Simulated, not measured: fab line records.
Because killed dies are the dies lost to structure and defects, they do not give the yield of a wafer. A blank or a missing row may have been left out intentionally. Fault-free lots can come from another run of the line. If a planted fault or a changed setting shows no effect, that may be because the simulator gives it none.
One fault through the eyes of 2 desks || flow nand_harc || every desk sees just its own numbers, and what lay behind them comes last

TOOL OWNER'S DESK, rie_si-03
The tool's own readings at NHARC_A_WL_FILL_ETCHBACK_26 (etches the open film in HBr, target depth 52 nm, time 13.3 s): means of the sampled wafers that have a number, for each lot that ran on this tool. If a lot's mean is further than 4 standard deviations from the usual mean, the lot is out of limits and carries the mark OUT (the distance appears in the brackets).
Columns: A = bias_w at NHARC_A_WL_FILL_ETCHBACK_26, usual 60.02 W; B = drypump_motor_current_A at NHARC_A_WL_FILL_ETCHBACK_26, usual 5.8 A; C = oes_product_au at NHARC_A_WL_FILL_ETCHBACK_26, usual 1.000 a.u.; D = rf_fwd_power_W at NHARC_A_WL_FILL_ETCHBACK_26, usual 342.1 W; E = throttle_valve_pct at NHARC_A_WL_FILL_ETCHBACK_26, usual 23.265 %
{"lot": "L380", "first seen here": "day 15 19:44", "A": 59.78, "B": 6.1, "C": 0.999, "D": 342.3, "E": 23.260}
{"lot": "L391", "first seen here": "day 18 08:25", "A": 59.94, "B": 6.2, "C": "0.692 (-39) OUT", "D": 341.8, "E": 23.269}
{"lot": "L392", "first seen here": "day 18 15:56", "A": 60.10, "B": 6.1, "C": "0.694 (-39) OUT", "D": 341.7, "E": 23.257}
This desk's verdict: out of limits on L391, L392, starting with L391 at day 18 08:25 (oes_product_au at NHARC_A_WL_FILL_ETCHBACK_26). In limits: L380.

THE DEFECT DESK
For each lot, the counts of the inspections along the route, averaged over the sampled wafers that have a number. If a lot's mean is further than 4 standard deviations from the usual mean, the lot is out of limits and carries the mark OUT (the distance appears in the brackets).
Columns: A = raw_defect_count at NHARC_A_SIN_REMOVE_INSPECT_04, usual 294
{"lot": "L380", "first seen here": "day 14 19:13", "A": 202}
{"lot": "L382", "first seen here": "day 14 22:32", "A": 280}
{"lot": "L381", "first seen here": "day 14 22:32", "A": 289}
{"lot": "L389", "first seen here": "day 16 20:14", "A": 304}
{"lot": "L391", "first seen here": "day 17 09:36", "A": 318}
{"lot": "L392", "first seen here": "day 17 19:52", "A": 314}
{"lot": "L393", "first seen here": "day 17 19:53", "A": 339}
{"lot": "L396", "first seen here": "day 18 16:01", "A": 382}
{"lot": "L394", "first seen here": "day 18 16:02", "A": 361}
{"lot": "L395", "first seen here": "day 18 16:03", "A": 280}
{"lot": "L399", "first seen here": "day 19 02:19", "A": 293}
{"lot": "L400", "first seen here": "day 19 09:44", "A": 358}
{"lot": "L403", "first seen here": "day 20 00:01", "A": 213}
This desk's finding: nothing out of limits on any of the 13 lots.

ALL TOGETHER
On L391, L392, at day 18 08:25, an alarm was possible from the tool owner's desk.
Nothing the defect desk looked at was out of limits.
The defect desk has L391, L392 on record, within its limits.
NHARC_A_WL_FILL_ETCHBACK_26 was run on rie_si-03 by each of the lots named.

WHAT THE SIMULATOR PUT IN
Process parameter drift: rie_si-03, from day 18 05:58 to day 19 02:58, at NHARC_A_WL_FILL_ETCHBACK_26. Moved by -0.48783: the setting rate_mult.
Lots struck among those shown: L391, L392.
Hours from the fault's start to each desk's first reading out of limits: the tool owner's desk, 2.
